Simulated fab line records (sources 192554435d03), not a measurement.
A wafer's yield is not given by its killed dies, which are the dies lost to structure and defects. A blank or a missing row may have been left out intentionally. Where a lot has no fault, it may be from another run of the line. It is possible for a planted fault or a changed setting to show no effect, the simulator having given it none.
Chamber matching | flow n5-finfet | N5_BEOL_M2_STRIP_19 on rie-diel-02 has 4 sister chambers
The step strips in O2. 20 wafers are shown with their chamber, then 10 later ones without.

WAFERS PAIRED WITH THEIR CHAMBERS
wafer  | chamber | showerhead-plenum-p-Torr (Torr) | oes-product-au (a.u.) | throttle-valve-pct (%)
L075.2 | 2       | 2.24                            | 0.83                  | 16.63
L075.4 | 1       | 2.17                            | 0.73                  | 16.90
L075.5 | 2       | 2.24                            | 0.85                  | 16.63
L074.2 | 1       | 2.17                            | 0.72                  | 16.90
L074.5 | 0       | 1.99                            | 0.70                  | 16.69
L074.6 | 1       | 2.17                            | 0.72                  | 16.89
L082.3 | 1       | 2.17                            | 0.71                  | 16.90
L082.5 | 2       | 2.23                            | 0.82                  | 16.66
L082.6 | 3       | 2.06                            | 0.71                  | 16.66
L084.1 | 2       | 2.23                            | 0.82                  | 16.67
L084.4 | 1       | 2.17                            | 0.70                  | 16.91
L084.5 | 0       | 1.98                            | 0.69                  | 16.73
L087.4 | 2       | 2.23                            | 0.82                  | 16.67
L087.5 | 1       | 2.16                            | 0.71                  | 16.94
L087.6 | 3       | 2.05                            | 0.70                  | 16.66
L090.3 | 1       | 2.16                            | 0.70                  | 16.94
L090.4 | 3       | 2.05                            | 0.70                  | 16.70
L090.5 | 3       | 2.05                            | 0.70                  | 16.69
L091.1 | 1       | 2.16                            | 0.70                  | 16.94
L091.2 | 2       | 2.23                            | 0.81                  | 16.69

SIGNATURES (means of the wafers above)
reading                  | chamber 0 | chamber 1 | chamber 2 | chamber 3 | scatter within a chamber
showerhead-plenum-p-Torr | 1.9850    | 2.1662    | 2.2333    | 2.0525    | 0.00528
oes-product-au           | 0.6950    | 0.7112    | 0.8250    | 0.7025    | 0.0111
throttle-valve-pct       | 16.7100   | 16.9150   | 16.6583   | 16.6775   | 0.0226
Rule: a wafer lies at a distance from a chamber equal to the root of the sum of squares, over the readings, of (its reading less the chamber's mean, divided by the reading's scatter). The wafer belongs to the nearest chamber; if the next one is less than 2 further off, it can't be placed. The scatter: the root of (the sum of the squares of (reading less its chamber's mean) over the shown wafers, divided by (wafers less chambers)).

WAFERS WITH NO CHAMBER GIVEN
wafer  | showerhead-plenum-p-Torr (Torr) | oes-product-au (a.u.) | throttle-valve-pct (%)
L091.4 | 2.05                            | 0.71                  | 16.67
L093.3 | 2.24                            | 0.95                  | 16.30
L093.4 | 2.05                            | 0.70                  | 16.71
L093.6 | 2.05                            | 0.70                  | 16.71
L092.1 | 2.22                            | 0.79                  | 16.68
L092.3 | 2.24                            | 0.96                  | 16.30
L092.5 | 2.22                            | 0.80                  | 16.69
L096.2 | 2.22                            | 0.79                  | 16.70
L096.3 | 2.05                            | 0.70                  | 16.72
L096.6 | 2.16                            | 0.70                  | 16.96

THE CHAMBER EACH PASSED THROUGH
wafer  | from the rows above | in truth
L091.4 | 3                   | 3
L093.3 | 2                   | 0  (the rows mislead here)
L093.4 | 3                   | 3
L093.6 | 3                   | 3
L092.1 | 2                   | 2
L092.3 | 2                   | 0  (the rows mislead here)
L092.5 | 2                   | 2
L096.2 | 2                   | 2
L096.3 | 3                   | 3
L096.6 | 1                   | 1
Correctly placed: 8 of 10. Not placeable from these rows: 0. Placed wrongly: 2.
